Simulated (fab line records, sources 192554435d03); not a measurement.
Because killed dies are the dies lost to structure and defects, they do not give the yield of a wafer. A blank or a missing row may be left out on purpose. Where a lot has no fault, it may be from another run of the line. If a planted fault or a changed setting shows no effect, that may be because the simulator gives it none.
fab line records -- flow n5Finfet
record: lots: 5, wafers: 13, lastDay: 17
route steps=1938 shown BEOL_M4@1059 PASSIVATION@1936
lots with no fault: from the same line, run without faults
startH: start of the lot's first displayed wafer, in hours after the record's first day -- waitH: hours since the lot's step before -- " unchanged from the row above -- L1.1+2: several wafers, shown together as one row -- - either no value or no given start -- * or withheld: withheld -- < > ~ a bound
route shown NAME@n: a module of which the file shows steps, and the number in the route of the first -- usual: mean and standard deviation over wafers with no fault -- same: alike in all rows -- chamber/n: place in a boat -- sites: per-site readings -- _std_site: the standard deviation of these -- _edge_site: mean of outer sites minus mean of inner sites -- radiusMm: for every site, how far away it sits from the centre of the wafer -- mask NAME#n: copy n -- behind: the tool/chamber that last shaped the wafer -- hold: why the lot went on hold/how many hours it stayed there/how the hold came to an end -- device: which transistor (n, p or np) failed to switch -- end of line: at the end of the route, the tests of the same wafers -- for a step that has no rows: nothing shown but its recipe -- killed: count of dies lost to structure and defects at first sort (not the wafer's yield) -- map: the dies of a wafer, with x for killed, . for not killed, _ for no die there
set.NAME: the setting that was run; set.NAME@STEP: the one run at that earlier step -- model.NAME: the simulator's own value behind a step, which no gauge read
lots at some steps of the route; a table a step, a row a wafer
services: when a tool's chamber went out of use (startH, in hours from the record's first day, below 0 if earlier), for how many hours, and the reason
== steps ==
step: N5_BEOL_M4_DESCUM_33
recipe: chemistry: O2, timeS: 7, sourcePowerW: 50, biasPowerW: 20, pressureMtorr: 20, rfFrequencyHz: 2.712e+07, tempC: 40, resist: CAR-EUV, o2FlowSccm: 225
step: N5_BEOL_M4_ETCH_77
recipe: chemistry: N2/H2, target: underlayer, targetDepthA: 65, maskMaterial: CAR-EUV, timeS: 5.2, ionEnergyEv: 200, pressureMtorr: 30, sourceW: 840, biasW: 150, n2FlowSccm: 200, h2FlowSccm: 200, ends: cleared
step: N5_BEOL_M4_ETCH_69
recipe: chemistry: CF4, target: SiARC, targetDepthA: 156, maskMaterial: CAR-EUV, timeS: 26, ionEnergyEv: 80, pressureMtorr: 40, sourceW: 545, biasW: 36, Ar_flow_sccm: 100, cf4FlowSccm: 100, ends: cleared
step: N5_BEOL_M4_ALD_98
recipe: material: SiO2, targetThkA: 25, tempC: 100, aldPrecursorFamily: BDEAS, aldCoReactant: O2-plasma, pulseTimeS: 1, coReactantPulseTimeS: 1, purgeTimeS: 2, coReactantPurgeTimeS: 2, aldCycles: 17, pressureTorr: 2
step: N5_BEOL_M4_ETCHBACK_99
recipe: chemistry: CHF3, target: SiO2, targetDepthA: 50, timeS: 10.4, sourceW: 215, biasW: 47, Ar_flow_sccm: 200, CHF3_flow_sccm: 12, ionEnergyEv: 100, pressureMtorr: 30
step: N5_BEOL_M4_ETCH_70
recipe: chemistry: N2/H2, target: SOC, targetDepthA: 800, overetchA: 240, maskMaterial: SiARC, tempC: 40, timeS: 130, ionEnergyEv: 200, pressureMtorr: 30, sourceW: 840, biasW: 150, n2FlowSccm: 200, h2FlowSccm: 200
step: N5_BEOL_M4_STRIP_71
recipe: chemistry: N2/H2, tempC: 40, n2FlowSccm: 200, h2FlowSccm: 200, rfFrequencyHz: 6e+07
step: N5_BEOL_M4_STRIP_78
recipe: chemistry: N2/H2, tempC: 40, n2FlowSccm: 200, h2FlowSccm: 200, rfFrequencyHz: 6e+07
step: N5_BEOL_M4_VIA_ETCH_34
recipe: chemistry: C4F6/O2, targetDepthA: 694, maskMaterial: SOC, pressureMtorr: 15, ionEnergyEv: 250, taperDeg: 4, timeS: 65.9, sourceW: 350, biasW: 170, Ar_flow_sccm: 300, C4F6_flow_sccm: 10, O2_flow_sccm: 10
step: N5_BEOL_M4_STRIP_83
recipe: chemistry: C4F6/O2, resist: SiARC, rfFrequencyHz: 6e+07
step: N5_BEOL_M4_STRIP_36
recipe: chemistry: N2/H2, powerW: 450, tempC: 40, pressureMtorr: 20, rfFrequencyHz: 6e+07, overashFraction: 0.3, biasPowerW: 7, h2Frac: 0.5, n2FlowSccm: 200, h2FlowSccm: 200
step: N5_BEOL_M4_TRENCH_ETCH_37
recipe: chemistry: C4F6/O2, targetDepthA: 555.55, target: SiOC, timeS: 29.2, ionEnergyEv: 250, pressureMtorr: 30, sourceW: 355, biasW: 185, Ar_flow_sccm: 300, C4F6_flow_sccm: 10, O2_flow_sccm: 10
usual: drypumpMotorCurrentA: 5.7/0.42, oesProductAu: 0.81/0.089, rfVppV: 668/15, showerheadPlenumPTorr: 2.86/0.086, throttleValvePct: 20.90/0.22
lot.wafer,tool,chamber,startH,waitH,drypumpMotorCurrentA,oesProductAu,rfHoursCounterH,rfVppV,showerheadPlenumPTorr,throttleValvePct,model.BEOL_M4.featureDepthNm,model.etch.depthNm,model.TiN_of_BEOL_M4_HM_DEP_02.thkNm
L846.3,rieDiel-03,2,201.02,-,5.5,0.77,140,693,2.97,20.97,56,55.91,17.8
L846.4,rieDiel-03,1,201.02,-,6.2,0.70,238,669,2.83,21.46,57.2,57.18,17.8
L846.5,rieDiel-03,0,201.02,-,5.4,0.69,-,674,2.69,20.91,55.6,55.65,17.6
L858.1,rieDiel-03,0,268.29,-,5.4,0.97,14,686,3.02,20.56,58.2,58.15,17.6
L858.6,rieDiel-03,1,268.29,-,6.2,0.67,-,669,2.82,21.11,29.4,29.33,18.8
L860.1,rieDiel-03,1,290.52,-,6.2,0.94,12,670,2.81,21.18,57.6,57.56,17.6
L860.4,rieDiel-03,3,290.52,-,6.2,0.55,125,645,2.86,20.66,28.8,28.81,18.8
L862.2,rieDiel-02,2,290.78,-,5.7,0.81,90,663,2.77,21.02,56.6,56.52,17.8
L862.3,rieDiel-02,3,290.78,-,5.1,0.77,100,672,2.88,20.93,55.2,55.19,17.8
L862.6,rieDiel-02,1,290.78,-,6.2,0.73,-,652,2.82,20.94,55.4,55.43,17.8
L861.1,rieDiel-03,3,298.25,-,6.2,0.79,128,646,2.85,20.72,56.2,56.25,18
L861.2,rieDiel-03,1,298.25,-,6.2,0.95,14,668,2.81,21.17,57.8,57.76,17.8
L861.4,rieDiel-03,0,298.25,-,5.4,0.65,23,686,3.01,20.50,29.4,29.48,18.6
step: N5_BEOL_M4_ETCH_41
recipe: chemistry: CH3F/O2, target: SiCN, targetDepthA: 299, taperDeg: 2, timeS: 52.5, ionEnergyEv: 120, maskMaterial: TiN, pressureMtorr: 30, sourceW: 395, biasW: 75, Ar_flow_sccm: 150, CH3F_flow_sccm: 30, O2_flow_sccm: 20
step: N5_BEOL_M4_STRIP_97
recipe: chemistry: N2/H2, timeS: 10, powerW: 450, tempC: 40, pressureMtorr: 20, rfFrequencyHz: 6e+07, biasPowerW: 7, n2FlowSccm: 200, h2FlowSccm: 200
step: N5_BEOL_M4_OCD_MEAS_38
usual: trenchDepthNm: 56.1/1
lot.wafer,tool,chamber,startH,waitH,trenchDepthNm
L846.3,ocd-02,-,201.18,-,56.0
L846.4,ocd-02,-,201.18,-,57.0
L846.5,ocd-02,-,201.18,-,55.8
L858.1,ocd-02,-,268.45,-,57.6
L858.6,ocd-02,-,268.45,-,29.0
L860.1,ocd-01,-,290.67,-,57.2
L860.4,ocd-01,-,290.67,-,28.6
L862.2,ocd-01,-,290.94,-,56.2
L862.3,ocd-01,-,290.94,-,55.4
L862.6,ocd-01,-,290.94,-,55.3
L861.1,ocd-02,-,298.41,-,56.3
L861.2,ocd-02,-,298.41,-,57.6
L861.4,ocd-02,-,298.41,-,29.9
step: N5_BEOL_M4_HM_STRIP_39
recipe: chemistry: peroxideTinStrip, material: TiN, targetDepthA: 250, tempC: 50, timeS: 158
step: N5_BEOL_M4_SRD_40
recipe: timeS: 30, tempC: 23, rinseLiquid: diw, dry: ipaMarangoni
step: N5_BEOL_M4_PRECLEAN_42
recipe: chemistry: residueRemover, timeS: 60, tempC: 40
step: N5_BEOL_M4_SRD_43
recipe: timeS: 30, tempC: 23, rinseLiquid: diw, dry: ipaMarangoni
step: N5_BEOL_M4_DEGAS_44
recipe: ambient: vacuum, tempC: 250, timeS: 60
step: N5_BEOL_M4_PRE_CLEAN_45
recipe: gas: H2/He, timeS: 30, tempC: 250
step: N5_BEOL_M4_ALD_84
recipe: material: TaN, targetThkA: *, tempC: 275, aldPrecursorFamily: PDMAT, aldCoReactant: NH3, pressureTorr: 3, carrierFlowSccm: 1500, pulseTimeS: 2, purgeTimeS: 3, coReactantPurgeTimeS: 2, coReactantPulseTimeS: 3, aldCycles: 30, precursorVesselTempC: 75, precursorVesselPressureTorr: 26.25, precursorVesselCarrierSccm: 1000
step: N5_BEOL_M4_SURFACE_TREAT_85
recipe: gas: Ar, timeS: *, ionEnergyEv: *, ionCurrentMaCm2: 0.5, pressureMtorr: *, arFlowSccm: 30
step: N5_BEOL_M4_CVD_47
recipe: material: Co, targetThkA: 30, tempC: withheld, precursor: CCTBA/H2, pressureTorr: 30, timeS: 223.8
step: N5_BEOL_M4_SPUTTER_48
recipe: material: Cu, targetThkA: 45, tempC: -20, chamberPressurePa: 0.07, powerW: withheld, timeS: 8.29
step: N5_BEOL_M4_ANNEAL_49
recipe: tempC: 400, timeS: 240, ambient: vacuum
step: N5_BEOL_M4_SPUTTER_79
recipe: material: Cu, targetThkA: 45, tempC: -20, chamberPressurePa: 0.07, powerW: withheld, timeS: 8.29
step: N5_BEOL_M4_ANNEAL_80
recipe: tempC: 400, timeS: 240, ambient: vacuum
step: N5_BEOL_M4_SPUTTER_81
recipe: material: Cu, targetThkA: 45, tempC: -20, chamberPressurePa: 0.07, powerW: withheld, timeS: 8.29
step: N5_BEOL_M4_ANNEAL_82
recipe: tempC: 400, timeS: 240, ambient: vacuum
step: N5_BEOL_M4_SPUTTER_86
recipe: material: Cu, targetThkA: 45, tempC: -20, chamberPressurePa: 0.07, powerW: withheld, timeS: 8.29
step: N5_BEOL_M4_ANNEAL_87
recipe: tempC: 400, timeS: 240, ambient: vacuum
step: N5_BEOL_M4_SPUTTER_88
recipe: material: Cu, targetThkA: 45, tempC: -20, chamberPressurePa: 0.07, powerW: withheld, timeS: 8.29
step: N5_BEOL_M4_ANNEAL_89
recipe: tempC: 400, timeS: 240, ambient: vacuum
step: N5_BEOL_M4_SPUTTER_90
recipe: material: Cu, targetThkA: 45, tempC: -20, chamberPressurePa: 0.07, powerW: withheld, timeS: 8.29
step: N5_BEOL_M4_ANNEAL_91
recipe: tempC: 400, timeS: 240, ambient: vacuum
step: N5_BEOL_M4_SPUTTER_92
recipe: material: Cu, targetThkA: 45, tempC: -20, chamberPressurePa: 0.07, powerW: withheld, timeS: 8.29
step: N5_BEOL_M4_ANNEAL_93
recipe: tempC: 400, timeS: 240, ambient: vacuum
step: N5_BEOL_M4_SPUTTER_94
recipe: material: Cu, targetThkA: 45, tempC: -20, chamberPressurePa: 0.07, powerW: withheld, timeS: 8.29
step: N5_BEOL_M4_ANNEAL_95
recipe: tempC: 400, timeS: 240, ambient: vacuum
step: N5_BEOL_M4_CMP_52
recipe: stopOn: SiOC, tOverpolishS: 6.8, downForcePsi: 1, platenRpm: 50, clearingPlatenDownForcePsi: 1.5, clearingPlatenRpm: 50, postCmpClean: cuAlkaline, targetThkNm: 40, clearingPlatenPadVelocityMS: 0.99484, padVelocityMS: 0.99484
usual: clearingPlatenDownForcePsi: 1.5003/0.0029, clearingPlatenRpm: 50.001/0.023, motorCurrentA: 5.7/0.57, padLifeWafers: 1140/620
lot.wafer,tool,chamber,startH,waitH,clearingPlatenDownForcePsi,clearingPlatenRpm,motorCurrentA,padLifeWafers,model.Cu_of_BEOL_M4_ECD_50.thkNm
L846.4,cmp-01,3,205.04,0.2,1.5026,49.988,5.6,602,42
L846.3,cmp-01,0,205.04,0.2,1.4994,50.010,5.3,603,39.6
L846.5,cmp-01,2,205.04,0.2,1.5010,50.059,6.3,-,41.6
L858.1,cmp-01,0,271.95,0.3,1.5016,49.962,5.5,1152,41.2
L858.6,cmp-01,0,271.95,0.3,1.5040,49.994,5.3,-,13.4
L860.1,cmp-01,3,293.93,0.3,1.5015,50.001,5.5,1328,42.2
L860.4,cmp-01,0,293.93,0.3,1.5021,49.985,5.2,1329,12.8
L862.2,cmp-01,2,295.65,0.5,1.5015,50.036,6.1,1340,41.6
L862.3,cmp-01,3,295.65,0.5,1.4968,50.019,5.3,1341,41
L862.6,cmp-01,1,295.65,0.5,1.5008,50.057,6.3,-,41.2
L861.4,cmp-03,2,301.86,0.1,1.5047,49.992,6.0,2046,14.4
L861.2,cmp-03,3,301.86,0.1,1.5001,50.029,4.6,2047,44
L861.1,cmp-03,0,301.86,0.1,1.4971,50.050,5.4,2048,41
step: N5_BEOL_M4_THK_MEAS_53
recipe: thkMeasGauge: xrf, reads: Cu_of_BEOL_M4_ECD_50
usual: M4_THK: 39.9/1.5
lot.wafer,tool,chamber,startH,waitH,M4_THK[nm]
L846.3,filmMetro-02,-,205.26,-,39.1
L846.4,filmMetro-02,-,205.26,-,41.8
L846.5,filmMetro-02,-,205.26,-,41.4
L858.1,filmMetro-01,-,272.25,-,40.7
L858.6,filmMetro-01,-,272.25,-,13.3
L860.1,filmMetro-01,-,294.15,-,41.7
L860.4,filmMetro-01,-,294.15,-,12.7
L862.2,filmMetro-02,-,295.87,-,41.6
L862.3,filmMetro-02,-,295.87,-,40.8
L862.6,filmMetro-02,-,295.87,-,41.0
L861.1,filmMetro-02,-,302.15,-,40.5
L861.2,filmMetro-02,-,302.15,-,43.8
L861.4,filmMetro-02,-,302.15,-,14.2
step: N5_BEOL_M4_RS_MEAS_58
recipe: thkMeasGauge: four-point-probe, reads: Co_of_BEOL_M4_CO_CAP_55+Cu_of_BEOL_M4_ECD_50+Co_of_BEOL_M4_CVD_47+TaN_of_BEOL_M4_ALD_84
usual: M4_RS: 0.67/0.033
lot.wafer,tool,chamber,startH,waitH,M4_RS[ohm/sq]
L846.3,filmMetro-01,-,205.55,0.1,0.68
L846.4,filmMetro-01,-,205.55,0.1,0.63
L846.5,filmMetro-01,-,205.55,0.1,0.64
L858.1,filmMetro-01,-,272.51,0.0,0.64
L858.6,filmMetro-01,-,272.51,0.0,2.97
L860.1,filmMetro-01,-,294.41,0.0,0.63
L860.4,filmMetro-01,-,294.41,0.0,3.20
L862.2,filmMetro-02,-,296.36,0.1,0.64
L862.3,filmMetro-02,-,296.36,0.1,0.65
L862.6,filmMetro-02,-,296.36,0.1,0.65
L861.1,filmMetro-02,-,302.41,0.0,0.65
L861.2,filmMetro-02,-,302.41,0.0,0.59
L861.4,filmMetro-02,-,302.41,0.0,2.72
step: N5_BEOL_M4_RC_MEAS_101
usual: DIBL_N: 36.8/2.1, DIBL_P: 37.1/2.2, IOFF_N: 0.18/0.037, IOFF_P: 0.23/0.041, ION_N: 682/13, ION_P: 467/8.6, SS_N: 71.7/0.61, SS_P: 73.5/0.6, VT_N: 248/3.4, VT_P: -249/3.5
lot.wafer,tool,chamber,startH,waitH,DIBL_N[mV/V],DIBL_P[mV/V],IOFF_N[nA/um],IOFF_P[nA/um],ION_N[uA/um],ION_P[uA/um],SS_N[mV/dec],SS_P[mV/dec],VT_N[mV],VT_P[mV]
L846.3,prober-01,0,205.91,0.3,38.0,39.1,0.18,0.23,674,459,72.8,73.4,248,-251
L846.4,prober-01,0,205.91,0.3,39.0,39.5,0.20,0.24,669,460,72.3,74.0,251,-254
L846.5,prober-01,0,205.91,0.3,37.6,38.6,0.17,0.21,663,454,71.7,73.1,249,-251
L858.1,prober-02,0,272.56,0.0,34.5,34.5,0.13,0.18,668,460,72.1,72.7,251,-252
L860.1,prober-02,0,294.46,0.0,36.7,35.3,0.16,0.19,672,453,72.0,73.0,253,-251
L862.2,prober-01,0,296.57,0.2,34.0,35.4,0.14,0.17,673,462,70.9,73.7,250,-253
L862.3,prober-01,0,296.57,0.2,36.0,38.7,0.17,0.22,686,467,71.6,73.3,251,-252
L862.6,prober-01,0,296.57,0.2,33.6,34.5,0.13,0.16,679,466,71.2,72.7,251,-254
L861.1,prober-01,0,302.47,0.0,35.6,38.4,0.16,0.25,682,473,71.1,72.8,251,-244
L861.2,prober-01,0,302.47,0.0,36.1,37.9,0.17,0.25,683,472,71.7,73.4,249,-245
step: N5_PASSIVATION_PROBE_49
usual: defectLimitedYield: 91.0/1.4, killed_at_M0_to_M3: 35/10, killed_at_M4_up: 13/6, killedAtContacts: 13/6.4, killedAtFrontEnd: 42/12, killedAtOther: 3.2/2.4, killedDies: 107/17, killedOnRim: 15/4.1, killedOpen: 69/13, killedShort: 33/7.3, sort_bin_5_function: 5.3/0.92, sort_bin_6_memory: 3.3/0.66, sortNPass: 1073/17, sortYieldPct: 90.9/1.4
same: grossDies: 1180, killedAtBackSide: 0, sort_bin_4_leakage[%]: 0, sort_bin_8_speed[%]: 0
lot.wafer,tool,chamber,startH,waitH,defectLimitedYield[%],killed_at_M0_to_M3,killed_at_M4_up,killedAtContacts,killedAtFrontEnd,killedAtOther,killedDies,killedOnRim,killedOpen,killedShort,sort_bin_5_function[%],sort_bin_6_memory[%],sortNPass,sortYieldPct[%]
L858.6,prober-02,-,379.16,0.3,0.4,39,1090,12,32,2,1175,152,55,32,96.4,2.9,5,0.4
L860.4,prober-01,-,398.42,0.2,0.1,29,1091,18,36,5,1179,152,75,28,96.0,3.4,1,0.1
L861.4,prober-01,-,405.08,0.2,0.3,45,1068,14,50,0,1177,151,79,33,95.4,3.6,3,0.3
killed by level:class
L858.6 BEOL_M4:areaEcd=1084 BEOL_M0_SAQP:geometricParticle:short=14 MOL_CONTACT_COAG:geometricParticle:open=11 BEOL_M0_SAQP:geometricParticle:open=10 FIN_SAQP:geometricParticle:open=6 BEOL_M2:geometricParticle:open=5 FIN_SAQP:geometricParticle:short=4 BEOL_M1:geometricParticle:open=4
L860.4 BEOL_M4:areaEcd=1075 STI_FIN_REVEAL:geometricParticle:open=13 MOL_CONTACT_COAG:geometricParticle:open=13 BEOL_M2:geometricParticle:open=13 DUMMY_GATE:geometricParticle:open=9 BEOL_M1:geometricParticle:open=7 MOL_CONTACT_COAG:geometricParticle:short=5 BEOL_M4:geometricParticle:short=5
L861.4 BEOL_M4:areaEcd=1059 FIN_SAQP:geometricParticle:open=22 BEOL_M0_SAQP:geometricParticle:open=18 BEOL_M0_SAQP:geometricParticle:short=14 MOL_CONTACT_COAG:geometricParticle:open=11 DUMMY_GATE:geometricParticle:open=8 FIN_SAQP:geometricParticle:short=6 HKMG_FIN:areaEtch=5
map L858.6 (x killed, . not)
_________________xxxxxxxxxxxx________________
______________xxxxxxxxxxxxxxxxxx_____________
___________xxxxxxxxxxxxxxxxxxxxxxxx__________
__________xxxxxxxxxxxxxxxxxxxxxxxxxx_________
________xxxxxxxxxxxxxxxxxxxxxxxxxxxxxx_______
_______xxxxxxxxxxxxxxxxxxxxxxxxxxxxxxxx______
______xxxxxxxxxxxxxxxxxxxxxxxxxxxxxxxxxx_____
_____xxxxxxxxxxxxxxxxxxxxxxxxxxxxxxxxxxxx____
____xxxxxxx.xxxxxxxxxxxxxxxxxxxxxxxxxxxxxx___
___xxxxxxxxxxxxxxxxxxxxxxxxxxxxxxxxxxxxxxxx__
___xxxxxxxxxxxx.xxxxxx.xxxxxxxxxxxxxxxxxxxx__
__xxxxxxxxxxxxxxxxxxxxxxxxxxxxxxxxxxxxxxxxxx_
__xxxxxxxxxxxxxxxxxxxxxxxxxxxxxxxxxxxxxxxxxx_
_xxxxxxxxxxxxxxxxxxxxxxxxxxxxxxxxxxxxxxxxxxxx
_xxxxxxxxxxxxxxxxxxxxxxxxxxxxxxxxxxxxxxxxxxxx
_xxxxxxxxxxxxxxxxxxxxxxxxxxxxxxxxxxxxxxxxxxxx
_xxxxxxxxxxxxxxxxxxxxxxxxxxxxxxxxxxxxxxxxxxxx
_xxxxxxxxxxxxxxxxxxxxxxxxxxxxxxxxxxxxxxxxxxxx
_xxxxxxxxxxxxxxxxxxxxxxxxxxxxxxxxxxxxxxxxxxxx
_xxxxxxxxxxxxxxxxxxxxxxxxxxxxxxxxxxxxxxxxxxxx
_xxxxxxxxxxxxxxxxxxxxxx.xxxxxxxxxxxxxxxxxxxxx
__xxxxxxxxxxxxxxxxxxxxxxxxxxxxxxxxxxxxxxxxxx_
__xxxxxxxxxxxxxxxxxxxxxxxxxxxxxxxxxxxxxxxxxx_
___xxxxxxxxxxxxxxxxxxxxxxxxxxxxxxxxxxxxxxxx__
___xxxxxxxxxxxxxxxxxxxxxx.xxxxxxxxxxxxxxxxx__
____xxxxxxxxxxxxxxxxxxxxxxxxxxxxxxxxxxxxxx___
_____xxxxxxxxxxxxxxxxxxxxxxxxxxxxxxxxxxxx____
______xxxxxxxxxxxxxxxxxxxxxxxxxxxxxxxxxx_____
_______xxxxxxxxxxxxxxxxxxxxxxxxxxxxxxxx______
________xxxxxxxxxxxxxxxxxxxxxxxxxxxxxx_______
__________xxxxxxxxxxxxxxxxxxxxxxxxxx_________
___________xxxxxxxxxxxxxxxxxxxxxxxx__________
______________xxxxxxxxxxxxxxxxxx_____________
_________________xxxxxxxxxxxx________________
map L860.4 (x killed, . not)
_________________xxxxxxxxxxxx________________
______________xxxxxxxxxxxxxxxxxx_____________
___________xxxxxxxxxxxxxxxxxxxxxxxx__________
__________xxxxxxxxxxxxxxxxxxxxxxxxxx_________
________xxxxxxxxxxxxxxxxxxxxxxxxxxxxxx_______
_______xxxxxxxxxxxxxxxxxxxxxxxxxxxxxxxx______
______xxxxxxxxxxxxxxxxxxxxxxxxxxxxxxxxxx_____
_____xxxxxxxxxxxxxxxxxxxxxxxxxxxxxxxxxxxx____
____xxxxxxxxxxxxxxxxxxxxxxxxxxxxxxxxxxxxxx___
___xxxxxxxxxxxxxxxxxxxxxxxxxxxxxxxxxxxxxxxx__
___xxxxxxxxxxxxxxxxxxxxxxxxxxxxxxxxxxxxxxxx__
__xxxxxxxxxxxxxxxxxxxxxxxxxxxxxxxxxxxxxxxxxx_
__xxxxxxxxxxxxxxxxxxxxxxxxxxxxxxxxxxxxxxxxxx_
_xxxxxxxxxxxxxxxxxxxxxxxxxxxxxxxxxxxxxxxxxxxx
_xxxxxxxxxxxxxxxxxxxxxxxxxxxxxxxxxxxxxxxxxxxx
_xxxxxxxxxxxxxxxxxxxxxxxxxxxxxxxxxxxxxxxxxxxx
_xxxxxxxxxxxxxxxxxxxxxxxxxxxxxxxxxxxxxxxxxxxx
_xxxxxxxxxxxxxxxxxxxxxxxxxxxxxxxxxxxxxxxx.xxx
_xxxxxxxxxxxxxxxxxxxxxxxxxxxxxxxxxxxxxxxxxxxx
_xxxxxxxxxxxxxxxxxxxxxxxxxxxxxxxxxxxxxxxxxxxx
_xxxxxxxxxxxxxxxxxxxxxxxxxxxxxxxxxxxxxxxxxxxx
__xxxxxxxxxxxxxxxxxxxxxxxxxxxxxxxxxxxxxxxxxx_
__xxxxxxxxxxxxxxxxxxxxxxxxxxxxxxxxxxxxxxxxxx_
___xxxxxxxxxxxxxxxxxxxxxxxxxxxxxxxxxxxxxxxx__
___xxxxxxxxxxxxxxxxxxxxxxxxxxxxxxxxxxxxxxxx__
____xxxxxxxxxxxxxxxxxxxxxxxxxxxxxxxxxxxxxx___
_____xxxxxxxxxxxxxxxxxxxxxxxxxxxxxxxxxxxx____
______xxxxxxxxxxxxxxxxxxxxxxxxxxxxxxxxxx_____
_______xxxxxxxxxxxxxxxxxxxxxxxxxxxxxxxx______
________xxxxxxxxxxxxxxxxxxxxxxxxxxxxxx_______
__________xxxxxxxxxxxxxxxxxxxxxxxxxx_________
___________xxxxxxxxxxxxxxxxxxxxxxxx__________
______________xxxxxxxxxxxxxxxxxx_____________
_________________xxxxxxxxxxxx________________
== services ==
tool,chamber,startH,hours,kind
cmp-01,-,189.44,2.1,repair
cmp-03,-,198.60,4.6,pm
cmp-03,-,204.47,0.6,repair
cmp-03,-,218.22,5.1,pm
rieDiel-03,0,221.15,-,clean
rieDiel-03,0,221.15,-,consumableReplace:focusRing
rieDiel-03,0,221.15,-,consumableReplace:showerhead
rieDiel-03,0,221.15,18.5,scheduledDown
rieDiel-03,0,221.15,18.5,ventCycle
cmp-01,-,223.82,5.5,pm
cmp-03,-,224.05,0.2,repair
rieDiel-03,1,239.65,-,clean
rieDiel-03,1,239.65,-,consumableReplace:focusRing
rieDiel-03,1,239.65,15.2,scheduledDown
rieDiel-03,1,239.65,15.2,ventCycle
cmp-03,-,247.08,1.8,repair
rieDiel-03,1,272.43,3.8,repair
cmp-01,-,300.96,0.5,repair
== key ==
firstSign: step: N5_BEOL_M4_TRENCH_ETCH_37, reading: oesProductAu, direction: down, sigmas: 2.1, usual: 0.81, struck: 0.62
effect: step: N5_BEOL_M4_OCD_MEAS_38, reading: trenchDepthNm, direction: down, sigmas: 26, usual: 56.1, struck: 29.2
effect: step: N5_BEOL_M4_THK_MEAS_53, reading: M4_THK, direction: down, sigmas: 17, usual: 39.9, struck: 13.4
effect: step: N5_BEOL_M4_RS_MEAS_58, reading: M4_RS, direction: up, sigmas: 69, usual: 0.67, struck: 2.97
effect: step: N5_PASSIVATION_PROBE_49, reading: killed_at_M4_up, direction: up, sigmas: 99+, usual: 13, struck: 1083
modelEffect: step: N5_BEOL_M4_TRENCH_ETCH_37, value: BEOL_M4.featureDepthNm, without: 56.87, struck: 29.2
modelEffect: step: N5_BEOL_M4_CMP_52, value: Cu_of_BEOL_M4_ECD_50.thkNm, without: 41.13, struck: 13.53
moreKillsBornAt: N5_BEOL_M4_ECD_50@ecdCu-02: 2134, N5_BEOL_M4_ECD_50@ecdCu-01: 1084
metAt N5_BEOL_M4_TRENCH_ETCH_37
struckWafers L858.6,L860.4,L861.4
laterRowsLeftOut L858.6,L860.4,L861.4
onsetBetween 201.02 268.29
fault: kind: processParameterDrift, tool: rieDiel-03, chamber: -, onsetH: 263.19, steps: N5_BEOL_M4_TRENCH_ETCH_37, channel: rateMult, offset: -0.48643, shape: step, endH: 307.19, scope: struckWafersOnly
laterRowsLeftOut: the simulator's readings of these wafers behind a module that went badly wrong aren't trusted and aren't shown, but for the sort
